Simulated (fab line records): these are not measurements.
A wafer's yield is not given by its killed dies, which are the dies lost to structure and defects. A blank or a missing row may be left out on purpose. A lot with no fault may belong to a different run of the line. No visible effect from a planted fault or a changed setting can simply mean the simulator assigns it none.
fab line records	flow nand_harc
record: lots: 5	wafers: 13	last_day: 24
route steps=1159 shown A_M1@1056 A_BONDPAD@1059 END@1159
lots with no fault: from the same line, run without faults
start_h: the number of hours between the record's first day and the start of the first shown wafer of the lot	wait_h: how many hours have passed since the lot's step before this one	" repeats the value in the row above	L1.1+2: a row that stands for several wafers	- either no value or no given start	* or withheld: withheld	< > ~ a bound
route shown NAME@n: NAME is a module with steps in the file, n the number in the route of the first one	usual: average and standard deviation across the fault-free wafers	same: alike in all rows	chamber/n: place in a boat	sites: the reading at each site	_std_site: the values' standard deviation	_edge_site: inner sites' mean taken away from outer sites' mean	radius_mm: for every site, how far away it sits from the centre of the wafer	mask NAME#n: copy n	behind: tool/chamber where the wafer was last shaped	hold: cause of the lot's hold/its duration in hours/its outcome	device: transistor that didn't switch, given as n, p or np	end of line: the route-end tests of the same wafers	a step with no rows: only its recipe	killed: dies that structure and defects cost at the first sort, which is not the same as the wafer's yield	map: dies across one wafer; x = killed, . = not, _ = none there
set.NAME: the setting as run; set.NAME@STEP: as run at that earlier step	model.NAME: the simulator's own value behind a step, which no gauge read
lots at selected steps of the route; one table per step, one row per wafer
services: the hour from which a tool's chamber was out of use, counted from the record's first day as start_h (under 0 if before that day), plus the number of hours and why
== steps ==
step: NHARC_A_M1_INSPECT_27
usual: raw_defect_count: 482/140
lot.wafer	tool	chamber	start_h	wait_h	raw_defect_count
L247.1	defect_inspect-02	-	411.96	0.0	688
L247.2	"	-	"	"	773
L247.3	"	-	"	"	512
L250.3	defect_inspect-02	-	425.86	0.0	410
L250.4	"	-	"	"	435
L250.5	"	-	"	"	523
L258.2	defect_inspect-02	-	479.87	0.0	427
L266.2	defect_inspect-01	-	530.36	0.0	444
L266.4	"	-	"	"	434
L266.5	"	-	"	"	549
L268.1	defect_inspect-02	-	544.82	0.0	388
L268.2	"	-	"	"	534
L268.5	"	-	"	"	638
step: NHARC_A_M1_PRE_CLEAN_32
recipe: time_s: 12	temp_c: 370	rf_power_w: 300	gas: NH3
usual: heater_power_w: 631/66	rf_fwd_power_W: 292.5/0.88	susceptor_temp_C: 369.98/0.22
lot.wafer	tool	chamber	start_h	wait_h	heater_power_w	rf_fwd_power_W	since_wet_clean_h	susceptor_temp_C
L247.2	pecvd-04	0	412.52	0.6	748	292.5	23	370.02
L247.3	"	1	"	"	591	291.9	23	369.91
L247.1	"	2	"	"	635	293.0	23	370.18
L250.3	pecvd-03	1	425.96	0.1	664	291.3	121	369.97
L250.4	"	1	"	"	689	292.1	-	370.07
L250.5	"	2	"	"	587	292.3	-	370.25
L258.2	pecvd-04	0	480.08	0.2	810	293.5	91	370.35
L266.2	pecvd-01	1	530.45	0.1	652	292.6	99	370.17
L266.5	"	2	"	"	569	290.9	-	369.87
L266.4	"	0	"	"	560	293.2	-	369.77
L268.2	pecvd-01	0	544.89	0.1	565	292.3	114	369.98
L268.1	"	1	"	"	580	292.7	114	370.05
L268.5	"	1	"	"	570	293.6	-	370.36
step: NHARC_A_M1_DEP_33
recipe: target_thk_a: 300	temp_c: 370	target_thk_nm: 30	pressure_torr: 3	flow_sccm: 200	rf_w: 450	material: SiCN
usual: heater_power_w: 584/69	rf_fwd_power_W: 448.9/1.5	susceptor_temp_C: 369.99/0.2
lot.wafer	tool	chamber	start_h	wait_h	heater_power_w	rf_fwd_power_W	since_wet_clean_h	susceptor_temp_C
L247.2	pecvd-04	0	412.60	0.1	761	450.2	23	370.18
L247.3	"	1	"	"	602	449.4	23	370.17
L247.1	"	2	"	"	578	447.1	23	370.16
L250.3	pecvd-03	1	426.04	0.1	617	447.3	121	369.92
L250.4	"	1	"	"	591	448.2	-	370.13
L250.5	"	2	"	"	607	449.1	-	369.97
L258.2	pecvd-04	0	480.22	0.1	756	448.3	91	369.97
L266.2	pecvd-01	1	530.59	0.1	578	448.1	99	369.95
L266.5	"	2	"	"	528	446.3	-	370.09
L266.4	"	0	"	"	560	446.6	-	370.05
L268.2	pecvd-01	0	544.97	0.1	563	451.2	114	370.07
L268.1	"	1	"	"	516	450.2	114	369.99
L268.5	"	1	"	"	510	448.1	-	369.93
step: NHARC_A_BONDPAD_DEP_00
recipe: target_thk_a: 2500	temp_c: 370	target_thk_nm: 250	pressure_torr: 3	flow_sccm: 200	rf_w: 450	material: SiCN
usual: heater_power_w: 586/92	rf_fwd_power_W: 448.9/1.3	susceptor_temp_C: 369.98/0.22
lot.wafer	tool	chamber	start_h	wait_h	heater_power_w	rf_fwd_power_W	since_wet_clean_h	susceptor_temp_C
L247.1	pecvd-03	0	413.15	-	564	448.9	108	370.18
L247.3	"	1	"	"	602	448.0	108	369.25
L247.2	"	2	"	"	578	448.7	108	370.15
L250.3	pecvd-03	2	-	-	583	447.0	122	369.98
L250.4	"	1	"	"	630	448.1	-	370.10
L250.5	"	2	"	"	591	448.2	-	369.71
L258.2	pecvd-02	0	480.78	-	476	446.7	133	370.14
L266.2	pecvd-02	1	531.10	-	641	447.9	2	370.17
L266.4	"	0	"	"	429	449.8	-	369.72
L266.5	"	1	"	"	683	450.1	-	370.10
L268.2	pecvd-01	0	-	-	481	447.9	114	370.11
L268.1	"	1	"	"	552	449.3	114	370.14
L268.5	"	2	"	"	535	447.8	-	369.84
step: NHARC_A_BONDPAD_CMP_29
recipe: target_thk_nm: 200	material: SiCN
usual: motor_current_A: 12.2/1.2
lot.wafer	tool	chamber	start_h	wait_h	motor_current_A
L247.2	cmp-04	2	413.55	-	12.5
L247.1	"	3	"	"	10.4
L247.3	"	0	"	"	13.7
L250.4	cmp-01	3	426.99	-	13.1
L250.3	"	1	"	"	11.5
L250.5	"	0	"	"	12.1
L258.2	cmp-01	3	481.10	-	12.7
L266.2	cmp-04	2	531.52	-	11.9
L266.4	"	3	"	"	11.2
L266.5	"	0	"	"	14.2
L268.1	cmp-01	1	545.93	-	11.2
L268.2	"	0	"	"	12.3
L268.5	"	2	"	"	12.6
step: NHARC_A_BONDPAD_THK_MEAS_30
recipe: thk_meas_gauge: ellipsometry
usual: thk_nm: 200.0/1.8
lot.wafer	tool	chamber	start_h	wait_h	thk_nm
L247.1	film_metro-02	-	413.81	0.2	198.5
L247.2	"	-	"	"	198.1
L247.3	"	-	"	"	202.1
L250.3	film_metro-02	-	427.25	0.2	199.0
L250.4	"	-	"	"	198.6
L250.5	"	-	"	"	200.7
L258.2	film_metro-02	-	481.35	0.2	203.3
L266.2	film_metro-02	-	531.72	0.2	199.1
L266.4	"	-	"	"	198.9
L266.5	"	-	"	"	200.4
L268.1	film_metro-02	-	546.18	0.2	199.8
L268.2	"	-	"	"	202.6
L268.5	"	-	"	"	200.1
step: NHARC_A_BONDPAD_SRD_31
step: NHARC_A_BONDPAD_DEHYDRATE_01
recipe: temp_c: 150	time_s: 120
step: NHARC_A_BONDPAD_HMDS_02
recipe: time_s: 30
step: NHARC_A_BONDPAD_COAT_33
recipe: temp_c: 200	time_s: 65
step: NHARC_A_BONDPAD_COAT_03
recipe: spin_rpm: 2000	resist_thk_nm: 600
step: NHARC_A_BONDPAD_SOFTBAKE_04
recipe: temp_c: 125	time_s: 70
usual: heater_power_total_W: 200.6/1.3
lot.wafer	tool	chamber	start_h	wait_h	heater_power_total_W
L247.1	litho_track-03	0	413	-	199.1
L247.2	"	0	"	"	202.6
L247.3	"	0	"	"	199.2
L250.3	litho_track-02	0	427	-	199.4
L250.4	"	0	"	"	199.5
L250.5	"	0	"	"	199.9
L258.2	litho_track-02	0	481	-	207.1
L266.2	litho_track-03	0	531	-	202.0
L266.4	"	0	"	"	200.1
L266.5	"	0	"	"	198.8
L268.1	litho_track-02	0	546	-	202.8
L268.2	"	0	"	"	202.6
L268.5	"	0	"	"	198.8
step: NHARC_A_BONDPAD_EBR_05
step: NHARC_END_SORT_01
recipe: temp_c: 25
usual: defect_limited_yield: 95.3/1.5	killed_at_array: 28/10	killed_at_other: 0.6/1.1	killed_at_periphery: 3.6/2.6	killed_dies: 32/10	killed_open: 3.3/1.8	killed_short: 1.9/1.4	sort_bin_2_pct: 1.5/0.61	sort_bin_3_pct: 0.27/0.2	sort_bin_4_pct: 3.0/1	sort_n_pass: 645/10	sort_rim_yield_pct: 97.3/1.9	sort_yield_pct: 95.3/1.5
same: gross_dies: 677	sort_bin_5_pct[%]: 0	sort_bin_6_pct[%]: 0	sort_bin_7_pct[%]: 0	sort_bin_8_pct[%]: 0	sort_rim_n_gross: 106.00
lot.wafer	tool	chamber	start_h	wait_h	defect_limited_yield[%]	killed_at_array	killed_at_other	killed_at_periphery	killed_dies	killed_open	killed_short	sort_bin_2_pct[%]	sort_bin_3_pct[%]	sort_bin_4_pct[%]	sort_n_pass	sort_rim_yield_pct[%]	sort_yield_pct[%]
L247.1	prober-02	0	441.05	2.5	96.3	24	0	1	25	3	1	0.9	0.30	2.5	652	99.1	96.3
L247.2	prober-02	0	441.85	2.8	96.2	20	0	6	26	1	4	1.0	0.15	2.7	651	99.1	96.2
L247.3	prober-02	0	442.65	3.1	95.7	22	0	7	29	1	0	1.6	0.30	2.4	648	95.3	95.7
killed by level:class
L247.1 A_CHANNEL_HOLE_D1:chamber_film_flake=16 A_M0:geometric_particle:open=2 A_STAIRCASE:chamber_film_flake=2 A_ONON_D1:geometric_particle:short=1 A_CONTACT:geometric_particle:open=1 P_M1:chamber_film_flake=1 A_WL_FILL:chamber_film_flake=1 A_CONTACT:chamber_film_flake=1
L247.2 A_CHANNEL_HOLE_D1:chamber_film_flake=14 P_GATE:chamber_film_flake=2 P_CONTACT:geometric_particle:short=1 P_M0:geometric_particle:short=1 A_ONON_D1:geometric_particle:short=1 A_CHANNEL_FILL_D1:geometric_particle:short=1 A_CONTACT:geometric_particle:open=1 P_ZERO_WELL:chamber_film_flake=1
L247.3 A_CHANNEL_HOLE_D1:chamber_film_flake=15 A_STAIRCASE:chamber_film_flake=6 P_M1:chamber_film_flake=4 P_CONTACT:geometric_particle:open=1 P_ZERO_WELL:chamber_film_flake=1 P_STI:chamber_film_flake=1 A_WL_FILL:chamber_film_flake=1
== services ==
tool	chamber	start_h	hours	kind
cmp-04	-	391.42	0.4	repair
pecvd-04	-	393.66	0.8	repair
cmp-04	-	394.50	0.7	repair
cmp-04	-	399.00	4.0	pm
cmp-01	-	402.80	0.6	repair
cmp-04	-	405.77	2.6	repair
cmp-01	-	414.53	0.4	repair
pecvd-01	-	418.21	13.0	pm
pecvd-01	0	418.21	13.0	vent_cycle
pecvd-01	1	418.21	13.0	vent_cycle
pecvd-01	2	418.21	13.0	vent_cycle
pecvd-03	0	420.83	2.2	repair
cmp-01	-	439.44	1.6	repair
cmp-04	-	470.74	2.4	repair
cmp-01	-	472.61	0.3	repair
pecvd-03	-	473.12	13.0	pm
cmp-01	-	473.53	4.0	pm
cmp-04	-	485.96	0.8	repair
cmp-01	-	494.21	2.4	repair
cmp-04	-	497.00	4.0	pm
litho_track-02	-	515.00	7.0	pm
pecvd-02	-	515.67	13.0	pm
pecvd-04	-	529.94	0.9	repair
pecvd-02	-	539.25	1.5	repair
== key ==
first_sign: step: NHARC_A_BONDPAD_SOFTBAKE_04	reading: heater_power_total_W	direction: up	sigmas: 4.8	usual: *	struck: *
effect none on later readings
met_at NHARC_A_BONDPAD_SOFTBAKE_04
struck_wafers L258.2
onset_between 427 481
fault: kind: process_parameter_drift	tool: litho_track-02	chamber: -	onset_h: 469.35	steps: NHARC_A_BONDPAD_SOFTBAKE_04	channel: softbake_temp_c	offset: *	shape: step	end_h: 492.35	acts_in: *	stated: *
